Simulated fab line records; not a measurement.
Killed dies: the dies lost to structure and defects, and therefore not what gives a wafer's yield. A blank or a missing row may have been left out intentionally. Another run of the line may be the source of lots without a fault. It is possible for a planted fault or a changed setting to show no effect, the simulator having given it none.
Which tool was responsible? || flow n5_finfet || Sampling: 9 lots, 27 wafers, 5 of 1938 route steps

WHAT THE GAUGES READ, wafer by wafer
N5_FIN_CUT_INSPECT_17: inspects for defects (brightfield). Usual: 215 for raw_defect_count, sd 54.
{"lot": "L344", "measured": "day 3 06:13", "on": "defect_inspect-01", "raw_defect_count": "160 279 181", "flag": ""}
{"lot": "L345", "measured": "day 3 11:06", "on": "defect_inspect-01", "raw_defect_count": "200 161 187", "flag": ""}
{"lot": "L346", "measured": "day 3 16:10", "on": "defect_inspect-01", "raw_defect_count": "167 156 197", "flag": ""}
{"lot": "L350", "measured": "day 4 17:07", "on": "defect_inspect-02", "raw_defect_count": "227 251 243", "flag": ""}
{"lot": "L356", "measured": "day 6 03:16", "on": "defect_inspect-01", "raw_defect_count": "134 237 198", "flag": ""}
{"lot": "L357", "measured": "day 6 09:26", "on": "defect_inspect-01", "raw_defect_count": "224 215 216", "flag": ""}
{"lot": "L359", "measured": "day 6 23:21", "on": "defect_inspect-02", "raw_defect_count": "249 204 208", "flag": ""}
{"lot": "L360", "measured": "day 7 04:30", "on": "defect_inspect-01", "raw_defect_count": "210 253 230", "flag": ""}
{"lot": "L363", "measured": "day 7 23:17", "on": "defect_inspect-02", "raw_defect_count": "433 311 240", "flag": ""}

N5_BEOL_M4_RC_MEAS_101. Usual: DIBL_N 36.1 mV/V, standard deviation 1.6; DIBL_P 35.8 mV/V, standard deviation 2; IOFF_N 0.157 nA/um, standard deviation 0.029; IOFF_P 0.21 nA/um, standard deviation 0.034; ION_N 677 uA/um, standard deviation 13; ION_P 465 uA/um, standard deviation 8.1; SS_N 71.3 mV/dec, standard deviation 0.61; SS_P 73.2 mV/dec, standard deviation 0.65; VT_N 249 mV, standard deviation 3.3; VT_P -250 mV, standard deviation 3.2.
{"lot": "L344", "measured": "day 10 13:10", "on": "prober-01", "DIBL_N (mV/V)": "36.8 36.6 37.4", "DIBL_P (mV/V)": "34.7 35.0 35.3", "IOFF_N (nA/um)": "0.162 0.168 0.169", "IOFF_P (nA/um)": "0.22 0.23 0.23", "ION_N (uA/um)": "686 684 670", "ION_P (uA/um)": "473 465 464", "SS_N (mV/dec)": "71.3 71.1 71.2", "SS_P (mV/dec)": "73.4 73.3 72.9", "VT_N (mV)": "246 245 247", "VT_P (mV)": "-247 -246 -248", "flag": ""}
{"lot": "L350", "measured": "day 12 09:45", "on": "prober-02", "DIBL_N (mV/V)": "34.7 35.7 36.0", "DIBL_P (mV/V)": "34.5 34.6 35.6", "IOFF_N (nA/um)": "0.137 0.144 0.157", "IOFF_P (nA/um)": "0.19 0.18 0.20", "ION_N (uA/um)": "675 661 668", "ION_P (uA/um)": "467 455 453", "SS_N (mV/dec)": "71.1 71.6 72.3", "SS_P (mV/dec)": "72.2 72.4 72.8", "VT_N (mV)": "248 249 247", "VT_P (mV)": "-250 -253 -251", "flag": ""}
{"lot": "L356", "measured": "day 13 04:33", "on": "prober-01", "DIBL_N (mV/V)": "33.9 35.4 35.3", "DIBL_P (mV/V)": "34.0 34.9 35.1", "IOFF_N (nA/um)": "0.114 0.128 0.133", "IOFF_P (nA/um)": "0.19 0.20 0.21", "ION_N (uA/um)": "666 654 672", "ION_P (uA/um)": "461 456 468", "SS_N (mV/dec)": "70.4 70.9 70.9", "SS_P (mV/dec)": "73.0 72.7 72.8", "VT_N (mV)": "253 254 252", "VT_P (mV)": "-250 -251 -250", "flag": ""}
{"lot": "L357", "measured": "day 13 19:41", "on": "prober-01", "DIBL_N (mV/V)": "36.0 36.1 35.5", "DIBL_P (mV/V)": "36.3 35.9 35.3", "IOFF_N (nA/um)": "0.141 0.144 0.136", "IOFF_P (nA/um)": "0.21 0.22 0.21", "ION_N (uA/um)": "678 670 664", "ION_P (uA/um)": "466 460 463", "SS_N (mV/dec)": "71.5 71.0 71.3", "SS_P (mV/dec)": "74.2 73.0 73.2", "VT_N (mV)": "252 250 253", "VT_P (mV)": "-247 -248 -248", "flag": ""}
{"lot": "L359", "measured": "day 14 03:41", "on": "prober-01", "DIBL_N (mV/V)": "36.5 35.2 34.0", "DIBL_P (mV/V)": "35.9 34.7 34.3", "IOFF_N (nA/um)": "0.157 0.133 0.127", "IOFF_P (nA/um)": "0.23 0.21 0.20", "ION_N (uA/um)": "671 681 683", "ION_P (uA/um)": "466 476 477", "SS_N (mV/dec)": "71.4 70.9 71.1", "SS_P (mV/dec)": "72.8 72.9 72.5", "VT_N (mV)": "248 253 251", "VT_P (mV)": "-249 -249 -251", "flag": ""}
{"lot": "L360", "measured": "day 14 03:45", "on": "prober-02", "DIBL_N (mV/V)": "38.4 35.2 35.5", "DIBL_P (mV/V)": "38.3 34.8 34.9", "IOFF_N (nA/um)": "0.216 0.145 0.156", "IOFF_P (nA/um)": "0.26 0.21 0.21", "ION_N (uA/um)": "694 676 684", "ION_P (uA/um)": "470 467 465", "SS_N (mV/dec)": "71.6 71.3 71.2", "SS_P (mV/dec)": "73.8 72.8 72.8", "VT_N (mV)": "246 251 251", "VT_P (mV)": "-246 -248 -250", "flag": ""}
{"lot": "L363", "measured": "day 15 06:53", "on": "prober-02", "DIBL_N (mV/V)": "37.4 37.5 36.9", "DIBL_P (mV/V)": "38.5 37.4 37.8", "IOFF_N (nA/um)": "0.181 0.181 0.172", "IOFF_P (nA/um)": "0.25 0.24 0.24", "ION_N (uA/um)": "683 694 696", "ION_P (uA/um)": "464 476 480", "SS_N (mV/dec)": "72.0 72.1 71.8", "SS_P (mV/dec)": "73.1 73.9 73.8", "VT_N (mV)": "248 246 249", "VT_P (mV)": "-249 -248 -249", "flag": ""}

WHICH TOOL RAN EACH LOT (tool, then ch and the chambers of the sampled wafers, then the start)
{"lot": "L344", "N5_FIN_CUT_DESCUM_13": "rie_diel-02 ch 0,1,2, day 3 05:19", "N5_FIN_CUT_CUT_ETCH_26": "rie_diel-02 ch 0,1,2, day 3 05:45", "N5_FIN_CUT_CUT_ETCH_15": "rie_si-03 ch 0,1,3, day 3 05:56"}
{"lot": "L345", "N5_FIN_CUT_DESCUM_13": "rie_diel-04 ch 1,3, day 3 10:11", "N5_FIN_CUT_CUT_ETCH_26": "rie_diel-04 ch 1,3, day 3 10:38", "N5_FIN_CUT_CUT_ETCH_15": "rie_si-03 ch 0,1,3, day 3 10:49"}
{"lot": "L346", "N5_FIN_CUT_DESCUM_13": "rie_diel-04 ch 1,2,3, day 3 15:15", "N5_FIN_CUT_CUT_ETCH_26": "rie_diel-04 ch 1,2,3, day 3 15:41", "N5_FIN_CUT_CUT_ETCH_15": "rie_si-03 ch 1,2,3, day 3 15:53"}
{"lot": "L350", "N5_FIN_CUT_DESCUM_13": "rie_diel-02 ch 1,2,3, day 4 16:07", "N5_FIN_CUT_CUT_ETCH_26": "rie_diel-02 ch 1,2,3, day 4 16:33", "N5_FIN_CUT_CUT_ETCH_15": "rie_si-03 ch 1,2, day 4 16:45"}
{"lot": "L356", "N5_FIN_CUT_DESCUM_13": "rie_diel-04 ch 1,2, day 6 02:20", "N5_FIN_CUT_CUT_ETCH_26": "rie_diel-04 ch 1,2, day 6 02:47", "N5_FIN_CUT_CUT_ETCH_15": "rie_si-03 ch 2,3, day 6 02:59"}
{"lot": "L357", "N5_FIN_CUT_DESCUM_13": "rie_diel-02 ch 0,1, day 6 08:32", "N5_FIN_CUT_CUT_ETCH_26": "rie_diel-02 ch 0,1, day 6 08:58", "N5_FIN_CUT_CUT_ETCH_15": "rie_si-03 ch 0,1,3, day 6 09:10"}
{"lot": "L359", "N5_FIN_CUT_DESCUM_13": "rie_diel-02 ch 0,2,3, day 6 22:22", "N5_FIN_CUT_CUT_ETCH_26": "rie_diel-02 ch 0,2,3, day 6 22:48", "N5_FIN_CUT_CUT_ETCH_15": "rie_si-03 ch 0,1,3, day 6 22:59"}
{"lot": "L360", "N5_FIN_CUT_DESCUM_13": "rie_diel-04 ch 1,3, day 7 03:34", "N5_FIN_CUT_CUT_ETCH_26": "rie_diel-04 ch 1,3, day 7 04:01", "N5_FIN_CUT_CUT_ETCH_15": "rie_si-03 ch 0,1,3, day 7 04:12"}
{"lot": "L363", "N5_FIN_CUT_DESCUM_13": "rie_diel-06 ch 0,2,3, day 7 22:10", "N5_FIN_CUT_CUT_ETCH_26": "rie_diel-06 ch 0,2,3, day 7 22:36", "N5_FIN_CUT_CUT_ETCH_15": "rie_si-05 ch 1,2,3, day 7 22:47"}
- N5_FIN_CUT_DESCUM_13: chemistry O2, time 7 s.
- N5_FIN_CUT_CUT_ETCH_26: etches SiNx in CH3F/O2, target depth 39 nm, time 55.7 s.
- N5_FIN_CUT_CUT_ETCH_15: etches Si in HBr/Cl2/O2, target depth 100 nm, bt time 10 s, time 42.4 s.

AS READ BY THE TOOLS THEMSELVES (means over the sampled wafers that have a number; for cases with no such wafer, the mark the record gives instead)
N5_FIN_CUT_DESCUM_13. Usual: drypump_motor_current_A 5.9 A, standard deviation 0.63; oes_product_au 0.82 a.u., standard deviation 0.082; rf_vpp_V 243.1 V, standard deviation 1.2; showerhead_plenum_p_Torr 2.09 Torr, standard deviation 0.061; throttle_valve_pct 20.40 %, standard deviation 0.24.
{"lot": "L344", "tool": "rie_diel-02", "drypump_motor_current_A (A)": 6.1, "oes_product_au (a.u.)": 0.86, "rf_vpp_V (V)": 243.5, "showerhead_plenum_p_Torr (Torr)": 2.12, "throttle_valve_pct (%)": 20.14, "flag": ""}
{"lot": "L345", "tool": "rie_diel-04", "drypump_motor_current_A (A)": 5.3, "oes_product_au (a.u.)": 0.92, "rf_vpp_V (V)": 242.7, "showerhead_plenum_p_Torr (Torr)": 2.11, "throttle_valve_pct (%)": 20.45, "flag": ""}
{"lot": "L346", "tool": "rie_diel-04", "drypump_motor_current_A (A)": 5.3, "oes_product_au (a.u.)": 0.84, "rf_vpp_V (V)": 242.8, "showerhead_plenum_p_Torr (Torr)": 2.06, "throttle_valve_pct (%)": 20.45, "flag": ""}
{"lot": "L350", "tool": "rie_diel-02", "drypump_motor_current_A (A)": 6.6, "oes_product_au (a.u.)": 0.81, "rf_vpp_V (V)": 242.9, "showerhead_plenum_p_Torr (Torr)": 2.09, "throttle_valve_pct (%)": 20.36, "flag": ""}
{"lot": "L356", "tool": "rie_diel-04", "drypump_motor_current_A (A)": 5.1, "oes_product_au (a.u.)": 0.84, "rf_vpp_V (V)": 242.9, "showerhead_plenum_p_Torr (Torr)": 2.09, "throttle_valve_pct (%)": 20.45, "flag": ""}
{"lot": "L357", "tool": "rie_diel-02", "drypump_motor_current_A (A)": 5.7, "oes_product_au (a.u.)": 0.85, "rf_vpp_V (V)": 244.8, "showerhead_plenum_p_Torr (Torr)": 2.14, "throttle_valve_pct (%)": 20.15, "flag": ""}
{"lot": "L359", "tool": "rie_diel-02", "drypump_motor_current_A (A)": 6.2, "oes_product_au (a.u.)": 0.85, "rf_vpp_V (V)": 242.7, "showerhead_plenum_p_Torr (Torr)": 2.07, "throttle_valve_pct (%)": 20.43, "flag": ""}
{"lot": "L360", "tool": "rie_diel-04", "drypump_motor_current_A (A)": 5.3, "oes_product_au (a.u.)": 0.86, "rf_vpp_V (V)": 243.6, "showerhead_plenum_p_Torr (Torr)": 2.10, "throttle_valve_pct (%)": 20.49, "flag": ""}
{"lot": "L363", "tool": "rie_diel-06", "drypump_motor_current_A (A)": 5.7, "oes_product_au (a.u.)": 0.82, "rf_vpp_V (V)": 242.6, "showerhead_plenum_p_Torr (Torr)": 2.08, "throttle_valve_pct (%)": 20.38, "flag": ""}

N5_FIN_CUT_CUT_ETCH_26. Usual: CH3F_flow_sccm 30.01 sccm, standard deviation 0.086; O2_flow_sccm 20.00 sccm, standard deviation 0.059; drypump_motor_current_A 5.9 A, standard deviation 0.63; mfc_ar_sccm 150.0 sccm, standard deviation 0.44; oes_product_au 0.82 a.u., standard deviation 0.083; rf_vpp_V 298 V, standard deviation 5.6; showerhead_plenum_p_Torr 1.99 Torr, standard deviation 0.056; throttle_valve_pct 16.30 %, standard deviation 0.23.
{"lot": "L344", "tool": "rie_diel-02", "CH3F_flow_sccm (sccm)": 30.07, "O2_flow_sccm (sccm)": 20.05, "drypump_motor_current_A (A)": 6.1, "mfc_ar_sccm (sccm)": 150.1, "oes_product_au (a.u.)": 0.86, "rf_vpp_V (V)": 298, "showerhead_plenum_p_Torr (Torr)": 2.03, "throttle_valve_pct (%)": 16.05, "flag": ""}
{"lot": "L345", "tool": "rie_diel-04", "CH3F_flow_sccm (sccm)": 30.02, "O2_flow_sccm (sccm)": 19.96, "drypump_motor_current_A (A)": 5.3, "mfc_ar_sccm (sccm)": 150.4, "oes_product_au (a.u.)": 0.93, "rf_vpp_V (V)": 297, "showerhead_plenum_p_Torr (Torr)": 2.00, "throttle_valve_pct (%)": 16.31, "flag": ""}
{"lot": "L346", "tool": "rie_diel-04", "CH3F_flow_sccm (sccm)": 30.02, "O2_flow_sccm (sccm)": 20.01, "drypump_motor_current_A (A)": 5.3, "mfc_ar_sccm (sccm)": 150.1, "oes_product_au (a.u.)": 0.84, "rf_vpp_V (V)": 295, "showerhead_plenum_p_Torr (Torr)": 1.96, "throttle_valve_pct (%)": 16.34, "flag": ""}
{"lot": "L350", "tool": "rie_diel-02", "CH3F_flow_sccm (sccm)": 30.06, "O2_flow_sccm (sccm)": 19.97, "drypump_motor_current_A (A)": 6.6, "mfc_ar_sccm (sccm)": 150.2, "oes_product_au (a.u.)": 0.81, "rf_vpp_V (V)": 298, "showerhead_plenum_p_Torr (Torr)": 2.00, "throttle_valve_pct (%)": 16.26, "flag": ""}
{"lot": "L356", "tool": "rie_diel-04", "CH3F_flow_sccm (sccm)": 30.06, "O2_flow_sccm (sccm)": 20.01, "drypump_motor_current_A (A)": 5.1, "mfc_ar_sccm (sccm)": 149.8, "oes_product_au (a.u.)": 0.85, "rf_vpp_V (V)": 297, "showerhead_plenum_p_Torr (Torr)": 1.99, "throttle_valve_pct (%)": 16.32, "flag": ""}
{"lot": "L357", "tool": "rie_diel-02", "CH3F_flow_sccm (sccm)": 30.04, "O2_flow_sccm (sccm)": 20.03, "drypump_motor_current_A (A)": 5.7, "mfc_ar_sccm (sccm)": 149.8, "oes_product_au (a.u.)": 0.85, "rf_vpp_V (V)": 303, "showerhead_plenum_p_Torr (Torr)": 2.04, "throttle_valve_pct (%)": 16.02, "flag": ""}
{"lot": "L359", "tool": "rie_diel-02", "CH3F_flow_sccm (sccm)": 30.06, "O2_flow_sccm (sccm)": 19.96, "drypump_motor_current_A (A)": 6.2, "mfc_ar_sccm (sccm)": 150.1, "oes_product_au (a.u.)": 0.85, "rf_vpp_V (V)": 297, "showerhead_plenum_p_Torr (Torr)": 1.98, "throttle_valve_pct (%)": 16.30, "flag": ""}
{"lot": "L360", "tool": "rie_diel-04", "CH3F_flow_sccm (sccm)": 30.08, "O2_flow_sccm (sccm)": 19.99, "drypump_motor_current_A (A)": 5.3, "mfc_ar_sccm (sccm)": 150.0, "oes_product_au (a.u.)": 0.87, "rf_vpp_V (V)": 297, "showerhead_plenum_p_Torr (Torr)": 2.00, "throttle_valve_pct (%)": 16.35, "flag": ""}
{"lot": "L363", "tool": "rie_diel-06", "CH3F_flow_sccm (sccm)": 30.02, "O2_flow_sccm (sccm)": 20.06, "drypump_motor_current_A (A)": 5.7, "mfc_ar_sccm (sccm)": 149.9, "oes_product_au (a.u.)": 0.82, "rf_vpp_V (V)": 296, "showerhead_plenum_p_Torr (Torr)": 1.99, "throttle_valve_pct (%)": 16.34, "flag": ""}

N5_FIN_CUT_CUT_ETCH_15. Usual: HBr_flow_sccm 150.0 sccm, standard deviation 0.44; O2_flow_sccm 12.00 sccm, standard deviation 0.034; drypump_motor_current_A 5.9 A, standard deviation 0.43; he_backside_leak_sccm 2.8 sccm, standard deviation 0.42; oes_product_au 0.992 a.u., standard deviation 0.012; throttle_valve_pct 37.0 %, standard deviation 0.31.
{"lot": "L344", "tool": "rie_si-03", "HBr_flow_sccm (sccm)": 149.9, "O2_flow_sccm (sccm)": 12.01, "drypump_motor_current_A (A)": 5.7, "he_backside_leak_sccm (sccm)": 2.9, "oes_product_au (a.u.)": 0.994, "throttle_valve_pct (%)": 36.9, "flag": ""}
{"lot": "L345", "tool": "rie_si-03", "HBr_flow_sccm (sccm)": "-", "O2_flow_sccm (sccm)": "-", "drypump_motor_current_A (A)": "-", "he_backside_leak_sccm (sccm)": "-", "oes_product_au (a.u.)": "-", "throttle_valve_pct (%)": "-", "flag": "OFF"}
{"lot": "L346", "tool": "rie_si-03", "HBr_flow_sccm (sccm)": "-", "O2_flow_sccm (sccm)": "-", "drypump_motor_current_A (A)": "-", "he_backside_leak_sccm (sccm)": "-", "oes_product_au (a.u.)": "-", "throttle_valve_pct (%)": "-", "flag": "OFF"}
{"lot": "L350", "tool": "rie_si-03", "HBr_flow_sccm (sccm)": 149.6, "O2_flow_sccm (sccm)": 11.99, "drypump_motor_current_A (A)": 5.8, "he_backside_leak_sccm (sccm)": 2.5, "oes_product_au (a.u.)": 0.987, "throttle_valve_pct (%)": 36.8, "flag": ""}
{"lot": "L356", "tool": "rie_si-03", "HBr_flow_sccm (sccm)": 149.7, "O2_flow_sccm (sccm)": 11.98, "drypump_motor_current_A (A)": 5.4, "he_backside_leak_sccm (sccm)": 2.7, "oes_product_au (a.u.)": 0.986, "throttle_valve_pct (%)": 36.7, "flag": ""}
{"lot": "L357", "tool": "rie_si-03", "HBr_flow_sccm (sccm)": 149.9, "O2_flow_sccm (sccm)": 11.98, "drypump_motor_current_A (A)": 5.7, "he_backside_leak_sccm (sccm)": 3.1, "oes_product_au (a.u.)": 0.992, "throttle_valve_pct (%)": 37.0, "flag": ""}
{"lot": "L359", "tool": "rie_si-03", "HBr_flow_sccm (sccm)": 150.0, "O2_flow_sccm (sccm)": 12.01, "drypump_motor_current_A (A)": 5.7, "he_backside_leak_sccm (sccm)": 2.9, "oes_product_au (a.u.)": 0.988, "throttle_valve_pct (%)": 36.9, "flag": ""}
{"lot": "L360", "tool": "rie_si-03", "HBr_flow_sccm (sccm)": 150.1, "O2_flow_sccm (sccm)": 12.00, "drypump_motor_current_A (A)": 5.6, "he_backside_leak_sccm (sccm)": 3.0, "oes_product_au (a.u.)": 0.988, "throttle_valve_pct (%)": 36.9, "flag": ""}
{"lot": "L363", "tool": "rie_si-05", "HBr_flow_sccm (sccm)": 149.8, "O2_flow_sccm (sccm)": 12.02, "drypump_motor_current_A (A)": 6.2, "he_backside_leak_sccm (sccm)": 2.7, "oes_product_au (a.u.)": 0.995, "throttle_valve_pct (%)": 37.2, "flag": ""}

THE ANSWER, worked out from the rows above alone
Rule: a lot is off if the mean of its wafers that have a number lies more than 3 standard deviations from the usual mean. A lot without any number at a reading at which 4 lots or more have one is off too. The other lots that the step has rows for count as sound. Order of review: gauges by route order, followed by the tools' own readings, for which a lot's mean as printed above is used. The first step at which some lot is off is used, and at that step the reading that is off furthest; a lot without a number counts as furthest.
Off: L345, L346, at N5_FIN_CUT_CUT_ETCH_15 (HBr_flow_sccm). Without a number there: L345, L346.
If a tool, at that step or one of the process steps before it, ran each lot that is off and ran no sound lot following the first of them, it fits. Not one of the candidates tried fits.

WHAT THE SIMULATOR PUT IN
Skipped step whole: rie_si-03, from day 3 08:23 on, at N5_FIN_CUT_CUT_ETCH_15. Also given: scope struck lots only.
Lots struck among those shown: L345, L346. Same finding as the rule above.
